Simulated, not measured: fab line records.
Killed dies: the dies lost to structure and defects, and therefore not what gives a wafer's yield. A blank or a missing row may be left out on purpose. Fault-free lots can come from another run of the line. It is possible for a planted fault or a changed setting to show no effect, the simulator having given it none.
The tool behind it: which one?    flow n5 finfet    11 lots, 33 wafers sampled, at 3 steps of a route of 1938

WHAT THE GAUGES READ, wafer by wafer
N5_BEOL_M14_INSPECT_12: inspects for defects (macro).
lot   measured      on                 raw defect count
L237  day 11 18:11  defect inspect-01  0 3 3
L240  day 12 16:53  defect inspect-01  1 3 3
L243  day 12 18:26  defect inspect-01  4 2 2
L242  day 12 19:48  defect inspect-01  1 3 0
L247  day 14 03:10  defect inspect-02  1 2 1
L249  day 15 07:20  defect inspect-02  2 2 1
L251  day 15 09:30  defect inspect-02  1 2 1
L255  day 16 00:42  defect inspect-02  3 0 3
L257  day 16 23:31  defect inspect-02  1 2 0
L259  day 17 11:16  defect inspect-01  3 4 1
L260  day 18 04:44  defect inspect-01  0 1 3

N5_BEOL_M14_OCD_MEAS_35.
lot   measured      on      trench depth nm (nm)
L237  day 11 19:41  ocd-01  549 565 576
L240  day 12 19:37  ocd-01  570 555 572
L243  day 12 22:32  ocd-02  547 566 542
L242  day 13 00:07  ocd-01  548 567 547
L247  day 14 04:49  ocd-01  564 583 568
L249  day 15 08:50  ocd-02  558 575 557
L251  day 15 11:34  ocd-02  576 566 545
L255  day 16 02:13  ocd-01  541 563 538
L257  day 17 01:01  ocd-01  543 544 566
L259  day 17 12:53  ocd-02  538 540 550
L260  day 18 06:32  ocd-02  540 545 545

WHAT TOOL EACH LOT RAN ON (gives the tool, then ch and the chambers of the sampled wafers, and finally the start)
lot   N5_BEOL_M14_ETCH_67
L237  rie diel-01 ch 0,2,3, day 11 19:07
L240  rie diel-06 ch 2,3, day 12 19:02
L243  rie diel-06 ch 0,3, day 12 21:57
L242  rie diel-06 ch 2,3, day 12 23:33
L247  rie diel-01 ch 0,3, day 14 04:15
L249  rie diel-05 ch 2,3, day 15 08:16
L251  rie diel-01 ch 0,1,3, day 15 11:00
L255  rie diel-06 ch 0,3, day 16 01:39
L257  rie diel-06 ch 1,2,3, day 17 00:27
L259  rie diel-06 ch 1,2,3, day 17 12:19
L260  rie diel-06 ch 0,1, day 18 05:57
- N5_BEOL_M14_ETCH_67: etches SiARC in CF4, target depth 143 nm, time 238.3 s.

WHAT THE TOOLS THEMSELVES READ (means of the sampled wafers that have a number; where no wafer has one, the mark that the record gives instead)
N5_BEOL_M14_ETCH_67.
lot   tool         drypump motor current A (A)  etch rf on time s (s)  oes product au (a.u.)  rf vpp V (V)  showerhead plenum p Torr (Torr)  throttle valve pct (%)
L237  rie diel-01  6.3                          235                    0.74                   185.5         2.19                             15.35
L240  rie diel-06  4.9                          236                    0.64                   183.1         2.05                             15.48
L243  rie diel-06  5.9                          239                    0.61                   182.9         2.05                             15.77
L242  rie diel-06  5.1                          239                    0.66                   182.7         2.06                             15.41
L247  rie diel-01  6.1                          233                    0.76                   185.1         2.23                             15.22
L249  rie diel-05  6.0                          234                    0.71                   184.7         2.19                             15.58
L251  rie diel-01  5.8                          252                    0.69                   185.4         2.17                             15.50
L255  rie diel-06  5.9                          239                    0.59                   183.1         2.04                             15.82
L257  rie diel-06  5.3                          239                    0.65                   184.1         2.08                             15.45
L259  rie diel-06  5.3                          239                    0.65                   182.7         2.08                             15.46
L260  rie diel-06  6.2                          240                    0.62                   183.6         2.07                             15.76

THE ANSWER, worked out from the rows above alone
Rule: usual is defined by the lots themselves. The widest of any qualifying gaps counts: lots, ordered by their means at a reading, are off when they make up no more than a third of the lots, leave a main group of 4 or more, and stand apart from it by 3 or more times the standard deviation of that group's means. The tables above print the reading to a certain number of digits; a main group whose means all agree to those digits is not used. A lot without any number at a reading at which 4 lots or more have one is off too. Any other lot the step has rows for is counted as sound. First the gauges in route order, then the tools' own readings, where a lot's mean is used as printed above. The first step at which some lot is off is used, and at that step the reading that is off furthest; a lot without a number counts as furthest.
Off: L251, at N5_BEOL_M14_ETCH_67 (etch rf on time s). For the main group the mean is 237 s and the standard deviation 2.4.
If a tool, at that step or one of the process steps before it, ran each lot that is off and ran no sound lot following the first of them, it fits. One candidate fits, namely rie diel-01 at N5_BEOL_M14_ETCH_67. A fault onset in the window from L247 (day 14 04:15, its last sound lot) to L251 (day 15 11:00, its first lot off) fits.
On the lots that are off, the tool's own readings at N5_BEOL_M14_ETCH_67 differ by more than 5 times the standard deviation of the sound lots' means, which bears it out; etch rf on time s reads 252 s there versus 237 s on the sound lots.

WHAT WAS PUT IN BY THE SIMULATOR
rie diel-01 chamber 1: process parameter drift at N5_BEOL_M14_ETCH_67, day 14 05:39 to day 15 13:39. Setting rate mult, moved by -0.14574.
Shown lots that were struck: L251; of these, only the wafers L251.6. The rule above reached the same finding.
